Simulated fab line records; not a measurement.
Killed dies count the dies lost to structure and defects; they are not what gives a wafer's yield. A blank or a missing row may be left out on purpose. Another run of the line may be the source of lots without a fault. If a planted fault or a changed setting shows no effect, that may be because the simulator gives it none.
Which tool was responsible? -- flow nandHarc -- 6 lots, 18 wafers sampled, at 2 steps of a route of 1159

WHAT THE GAUGES SHOWED, per wafer
NHARC_A_ONON_D1_THK_MEAS_05: measures by ellipsometry.
lot,measured,on,thkNm (nm)
L165,day 7 22:21,filmMetro-01,984 985 984
L171,day 9 17:20,filmMetro-02,1560 1560 1560 1561 1560 1560
L179,day 11 14:56,filmMetro-02,996 993 997
L181,day 11 21:58,filmMetro-01,1000 1000 999
L183,day 12 12:03,filmMetro-01,994 996 994
L186,day 12 21:58,filmMetro-02,1010 1009 1007

TOOL THAT RAN EACH LOT (tool first, then ch and the chambers of the sampled wafers, then the start)
lot,NHARC_A_ONON_D1_DEP_03
L165,"pecvdOnon-01 ch 0, day 7 21:53"
L171,"pecvdOnon-01 ch 0, day 9 16:53"
L179,"pecvdOnon-02 ch 0, day 11 14:23"
L181,"pecvdOnon-03 ch 0, day 11 21:28"
L183,"pecvdOnon-01 ch 0, day 12 11:36"
L186,"pecvdOnon-03 ch 0, day 12 21:28"
- NHARC_A_ONON_D1_DEP_03: target thk 1000 nm.

THE ANSWER, worked out from the rows above alone
Rule: what is usual is taken from the lots themselves. Put in order of their means at a reading, lots are off if they are a third of the lots or fewer, leave a main group of 4 or more, and stand apart from it by a gap of 3 or more times the standard deviation of the main group's means; of several such gaps the widest counts. Not used: any main group whose means are identical at the precision the tables above print for the reading. Also off: a lot with no number at a reading for which 4 or more lots have one. Where the step has rows for the other lots, those lots are counted as sound.
Off at NHARC_A_ONON_D1_THK_MEAS_05 (thkNm): L171. The main group has a mean of 997 nm with a standard deviation of 7.9.
A tool fits if, at a process step before that reading, it ran every lot that is off, and no sound lot after the first of them. Gauges at NHARC_A_ONON_D1_THK_MEAS_05: tried the same way as those tools. Not one of the candidates tried fits.

WHAT THE SIMULATOR HAD INSERTED
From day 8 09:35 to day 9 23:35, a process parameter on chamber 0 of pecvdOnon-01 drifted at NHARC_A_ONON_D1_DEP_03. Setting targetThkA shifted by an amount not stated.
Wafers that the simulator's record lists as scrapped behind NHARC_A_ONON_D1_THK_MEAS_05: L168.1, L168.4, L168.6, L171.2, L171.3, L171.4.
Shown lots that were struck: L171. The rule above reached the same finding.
